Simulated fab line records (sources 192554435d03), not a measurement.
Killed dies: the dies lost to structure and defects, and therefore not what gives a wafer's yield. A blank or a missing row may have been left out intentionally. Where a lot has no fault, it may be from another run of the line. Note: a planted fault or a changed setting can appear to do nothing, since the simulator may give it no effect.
Chamber matching || flow n5-finfet || N5_BEOL_M14_VIA_ETCH_16 on rie-diel-05: 4 sister chambers
The step etches SiO2 in C4F8/O2/Ar, target depth 1231.3 nm. 24 wafers are shown with their chamber, then 12 later ones without.

== EACH WAFER AND ITS CHAMBER ==
{"wafer": "L074.1", "chamber": 3, "drypump-motor-current-A (A)": 6.0, "showerhead-plenum-p-Torr (Torr)": 3.32, "throttle-valve-pct (%)": 31.11}
{"wafer": "L074.3", "chamber": 1, "drypump-motor-current-A (A)": 6.6, "showerhead-plenum-p-Torr (Torr)": 3.43, "throttle-valve-pct (%)": 30.76}
{"wafer": "L074.5", "chamber": 1, "drypump-motor-current-A (A)": 6.6, "showerhead-plenum-p-Torr (Torr)": 3.43, "throttle-valve-pct (%)": 30.74}
{"wafer": "L076.1", "chamber": 2, "drypump-motor-current-A (A)": 6.1, "showerhead-plenum-p-Torr (Torr)": 3.52, "throttle-valve-pct (%)": 31.11}
{"wafer": "L076.2", "chamber": 0, "drypump-motor-current-A (A)": 5.7, "showerhead-plenum-p-Torr (Torr)": 3.60, "throttle-valve-pct (%)": 31.09}
{"wafer": "L076.4", "chamber": 3, "drypump-motor-current-A (A)": 6.0, "showerhead-plenum-p-Torr (Torr)": 3.32, "throttle-valve-pct (%)": 31.11}
{"wafer": "L077.2", "chamber": 2, "drypump-motor-current-A (A)": 6.1, "showerhead-plenum-p-Torr (Torr)": 3.52, "throttle-valve-pct (%)": 31.11}
{"wafer": "L077.5", "chamber": 3, "drypump-motor-current-A (A)": 6.0, "showerhead-plenum-p-Torr (Torr)": 3.32, "throttle-valve-pct (%)": 31.12}
{"wafer": "L077.6", "chamber": 0, "drypump-motor-current-A (A)": 5.7, "showerhead-plenum-p-Torr (Torr)": 3.60, "throttle-valve-pct (%)": 31.08}
{"wafer": "L079.1", "chamber": 0, "drypump-motor-current-A (A)": 5.7, "showerhead-plenum-p-Torr (Torr)": 3.60, "throttle-valve-pct (%)": 31.08}
{"wafer": "L079.3", "chamber": 3, "drypump-motor-current-A (A)": 6.0, "showerhead-plenum-p-Torr (Torr)": 3.32, "throttle-valve-pct (%)": 31.13}
{"wafer": "L079.5", "chamber": 2, "drypump-motor-current-A (A)": 6.0, "showerhead-plenum-p-Torr (Torr)": 3.52, "throttle-valve-pct (%)": 31.11}
{"wafer": "L078.1", "chamber": 1, "drypump-motor-current-A (A)": 6.6, "showerhead-plenum-p-Torr (Torr)": 3.43, "throttle-valve-pct (%)": 30.76}
{"wafer": "L078.4", "chamber": 2, "drypump-motor-current-A (A)": 6.1, "showerhead-plenum-p-Torr (Torr)": 3.52, "throttle-valve-pct (%)": 31.10}
{"wafer": "L078.6", "chamber": 3, "drypump-motor-current-A (A)": 6.0, "showerhead-plenum-p-Torr (Torr)": 3.32, "throttle-valve-pct (%)": 31.13}
{"wafer": "L082.2", "chamber": 2, "drypump-motor-current-A (A)": 6.1, "showerhead-plenum-p-Torr (Torr)": 3.52, "throttle-valve-pct (%)": 31.10}
{"wafer": "L082.3", "chamber": 1, "drypump-motor-current-A (A)": 6.6, "showerhead-plenum-p-Torr (Torr)": 3.42, "throttle-valve-pct (%)": 30.76}
{"wafer": "L082.5", "chamber": 0, "drypump-motor-current-A (A)": 5.7, "showerhead-plenum-p-Torr (Torr)": 3.59, "throttle-valve-pct (%)": 31.10}
{"wafer": "L084.2", "chamber": 1, "drypump-motor-current-A (A)": 6.6, "showerhead-plenum-p-Torr (Torr)": 3.41, "throttle-valve-pct (%)": 30.77}
{"wafer": "L084.4", "chamber": 1, "drypump-motor-current-A (A)": 6.6, "showerhead-plenum-p-Torr (Torr)": 3.41, "throttle-valve-pct (%)": 30.76}
{"wafer": "L084.5", "chamber": 3, "drypump-motor-current-A (A)": 6.0, "showerhead-plenum-p-Torr (Torr)": 3.31, "throttle-valve-pct (%)": 31.13}
{"wafer": "L089.2", "chamber": 3, "drypump-motor-current-A (A)": 6.0, "showerhead-plenum-p-Torr (Torr)": 3.30, "throttle-valve-pct (%)": 31.15}
{"wafer": "L089.3", "chamber": 0, "drypump-motor-current-A (A)": 5.7, "showerhead-plenum-p-Torr (Torr)": 3.59, "throttle-valve-pct (%)": 31.10}
{"wafer": "L089.5", "chamber": 1, "drypump-motor-current-A (A)": 6.6, "showerhead-plenum-p-Torr (Torr)": 3.41, "throttle-valve-pct (%)": 30.81}

SIGNATURES (means of the wafers above)
{"reading": "drypump-motor-current-A", "chamber 0": 5.700, "chamber 1": 6.600, "chamber 2": 6.080, "chamber 3": 6.000, "scatter within a chamber": 0.02}
{"reading": "showerhead-plenum-p-Torr", "chamber 0": 3.5960, "chamber 1": 3.4200, "chamber 2": 3.5200, "chamber 3": 3.3157, "scatter within a chamber": 0.00739}
{"reading": "throttle-valve-pct", "chamber 0": 31.0900, "chamber 1": 30.7657, "chamber 2": 31.1060, "chamber 3": 31.1257, "scatter within a chamber": 0.0149}
Rule: for each reading, subtract the chamber's mean from the wafer's reading, divide by that reading's scatter and square the result; add these up over the readings and take the root, which gives the wafer's distance from the chamber. If the next closest chamber is less than 2 further off than the closest, the wafer can't be placed; otherwise it belongs to the closest. How the scatter is found: for the shown wafers, subtract from each reading the mean of its chamber, square and add these, divide the total by (wafers less chambers), then take the root.

== WAFERS WHOSE CHAMBER IS MISSING ==
{"wafer": "L093.3", "drypump-motor-current-A (A)": 6.1, "showerhead-plenum-p-Torr (Torr)": 3.51, "throttle-valve-pct (%)": 31.04}
{"wafer": "L093.4", "drypump-motor-current-A (A)": 6.6, "showerhead-plenum-p-Torr (Torr)": 3.41, "throttle-valve-pct (%)": 30.80}
{"wafer": "L093.5", "drypump-motor-current-A (A)": 6.1, "showerhead-plenum-p-Torr (Torr)": 3.51, "throttle-valve-pct (%)": 31.02}
{"wafer": "L097.1", "drypump-motor-current-A (A)": 6.6, "showerhead-plenum-p-Torr (Torr)": 3.40, "throttle-valve-pct (%)": 30.81}
{"wafer": "L097.2", "drypump-motor-current-A (A)": 5.7, "showerhead-plenum-p-Torr (Torr)": 3.58, "throttle-valve-pct (%)": 31.12}
{"wafer": "L097.5", "drypump-motor-current-A (A)": 5.7, "showerhead-plenum-p-Torr (Torr)": 3.58, "throttle-valve-pct (%)": 31.10}
{"wafer": "L095.4", "drypump-motor-current-A (A)": 6.6, "showerhead-plenum-p-Torr (Torr)": 3.40, "throttle-valve-pct (%)": 30.82}
{"wafer": "L095.5", "drypump-motor-current-A (A)": 6.6, "showerhead-plenum-p-Torr (Torr)": 3.40, "throttle-valve-pct (%)": 30.81}
{"wafer": "L095.6", "drypump-motor-current-A (A)": 6.1, "showerhead-plenum-p-Torr (Torr)": 3.50, "throttle-valve-pct (%)": 31.03}
{"wafer": "L096.2", "drypump-motor-current-A (A)": 6.6, "showerhead-plenum-p-Torr (Torr)": 3.40, "throttle-valve-pct (%)": 30.81}
{"wafer": "L096.3", "drypump-motor-current-A (A)": 5.7, "showerhead-plenum-p-Torr (Torr)": 3.57, "throttle-valve-pct (%)": 31.13}
{"wafer": "L096.6", "drypump-motor-current-A (A)": 6.6, "showerhead-plenum-p-Torr (Torr)": 3.40, "throttle-valve-pct (%)": 30.82}

== CHAMBER TAKEN BY EACH ==
{"wafer": "L093.3", "from the rows above": 2, "in truth": 2}
{"wafer": "L093.4", "from the rows above": 1, "in truth": 1}
{"wafer": "L093.5", "from the rows above": 2, "in truth": 2}
{"wafer": "L097.1", "from the rows above": 1, "in truth": 1}
{"wafer": "L097.2", "from the rows above": 0, "in truth": 0}
{"wafer": "L097.5", "from the rows above": 0, "in truth": 0}
{"wafer": "L095.4", "from the rows above": 1, "in truth": 1}
{"wafer": "L095.5", "from the rows above": 1, "in truth": 1}
{"wafer": "L095.6", "from the rows above": 2, "in truth": 2}
{"wafer": "L096.2", "from the rows above": 1, "in truth": 1}
{"wafer": "L096.3", "from the rows above": 0, "in truth": 0}
{"wafer": "L096.6", "from the rows above": 1, "in truth": 1}
Correctly placed: 12 of 12. Can't be placed from these rows: 0. 0 placed wrongly.
